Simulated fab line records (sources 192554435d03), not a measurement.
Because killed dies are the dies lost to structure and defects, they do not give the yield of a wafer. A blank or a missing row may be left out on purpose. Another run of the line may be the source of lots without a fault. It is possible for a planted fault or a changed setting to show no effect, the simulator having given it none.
Chamber matching || flow n5 finfet || 4 sister chambers for N5_BEOL_M5_DESCUM_33 on rie diel-02
The step chemistry O2, time 7 s. 4 wafers are shown with their chamber, then 8 later ones without.

WAFERS PAIRED WITH THEIR CHAMBERS
{"wafer": "L079.3", "chamber": 3, "oes product au (a.u.)": 0.67}
{"wafer": "L079.6", "chamber": 0, "oes product au (a.u.)": 0.93}
{"wafer": "L080.5", "chamber": 1, "oes product au (a.u.)": 0.69}
{"wafer": "L081.2", "chamber": 2, "oes product au (a.u.)": 0.94}

WAFERS MISSING THEIR CHAMBER
{"wafer": "L081.4", "oes product au (a.u.)": 0.92}
{"wafer": "L081.5", "oes product au (a.u.)": 0.69}
{"wafer": "L092.4", "oes product au (a.u.)": 0.87}
{"wafer": "L092.5", "oes product au (a.u.)": 0.87}
{"wafer": "L092.6", "oes product au (a.u.)": 0.99}
{"wafer": "L095.2", "oes product au (a.u.)": 0.95}
{"wafer": "L095.3", "oes product au (a.u.)": 0.86}
{"wafer": "L095.4", "oes product au (a.u.)": 0.87}

EACH ONE'S CHAMBER
{"wafer": "L081.4", "from the rows above": "can't be placed: 0 or 2", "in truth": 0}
{"wafer": "L081.5", "from the rows above": "can't be placed: 1 or 3", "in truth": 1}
{"wafer": "L092.4", "from the rows above": "can't be placed: 0 or 2", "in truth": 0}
{"wafer": "L092.5", "from the rows above": "can't be placed: 0 or 2", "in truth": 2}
{"wafer": "L092.6", "from the rows above": "can't be placed: 2 or 0", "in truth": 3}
{"wafer": "L095.2", "from the rows above": "can't be placed: 2 or 0", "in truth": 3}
{"wafer": "L095.3", "from the rows above": "can't be placed: 0 or 2", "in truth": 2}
{"wafer": "L095.4", "from the rows above": "can't be placed: 0 or 2", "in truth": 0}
Correct placement for 0 of the 8. Can't be placed from these rows: 8 (the true chamber is among the candidates in 6). Wrongly placed: 0.
How it was worked out, from the rows above alone: a wafer's distance from a chamber is the root of the sum, over the readings, of the square of ((its reading less the chamber's mean) divided by the reading's scatter). The wafer belongs to the nearest chamber; if the next one is less than 2 further off, it can't be placed. Each chamber's mean is taken over the wafers shown for it. The scatter (one wafer shown for each chamber): square how far every hidden wafer sits from the nearest shown wafer, average those squares and take the square root.
